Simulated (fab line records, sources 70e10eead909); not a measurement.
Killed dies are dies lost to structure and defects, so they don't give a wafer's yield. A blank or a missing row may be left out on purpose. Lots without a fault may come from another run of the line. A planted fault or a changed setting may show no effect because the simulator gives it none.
Chamber matching | flow nand_harc | NHARC_A_SLIT_ETCH_24 on rie_diel-03: 4 sister chambers
The step etches the open film in CF4/CHF3, target depth 121 nm, time 60.5 s. 8 wafers are shown with their chamber, then 8 later ones without.

WAFERS WITH THEIR CHAMBER
wafer  | chamber | drypump_motor_current_A (A) | rf_vpp_V (V)
L074.6 | 2       | 6.1                         | 366.1
L078.2 | 1       | 5.3                         | 368.3
L081.1 | 0       | 5.8                         | 368.6
L081.6 | 3       | 5.9                         | 368.4
L085.1 | 0       | 5.8                         | 367.1
L085.5 | 2       | 6.1                         | 366.4
L085.6 | 1       | 5.4                         | 368.2
L091.1 | 3       | 5.9                         | 369.8

WAFERS WITHOUT THEIR CHAMBER
wafer  | drypump_motor_current_A (A) | rf_vpp_V (V)
L091.3 | 5.3                         | 365.7
L091.6 | 5.9                         | 368.0
L094.3 | 5.8                         | 369.3
L094.5 | 6.1                         | 369.0
L094.6 | 5.4                         | 366.1
L096.1 | 5.3                         | 368.0
L096.2 | 6.1                         | 367.1
L096.4 | 5.9                         | 369.9

WHICH CHAMBER EACH WENT THROUGH
wafer  | from the rows above     | in truth
L091.3 | 1                       | 1
L091.6 | can't be placed: 3 or 0 | 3
L094.3 | can't be placed: 0 or 3 | 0
L094.5 | can't be placed: 2 or 3 | 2
L094.6 | 1                       | 1
L096.1 | 1                       | 1
L096.2 | 2                       | 2
L096.4 | 3                       | 3
Placed correctly: 5 of 8. Can't be placed from these rows: 3 (the true chamber is among the candidates in 3). Placed wrongly: 0.
How it was worked out, from the rows above alone: a wafer's distance from a chamber is the root of the sum, over the readings, of the square of ((its reading less the chamber's mean) divided by the reading's scatter). The wafer belongs to the nearest chamber; if the next one is less than 2 further off, it can't be placed. A chamber's mean is the mean of its shown wafers. The scatter: the root of (the sum of the squares of (reading less its chamber's mean) over the shown wafers, divided by (wafers less chambers)).
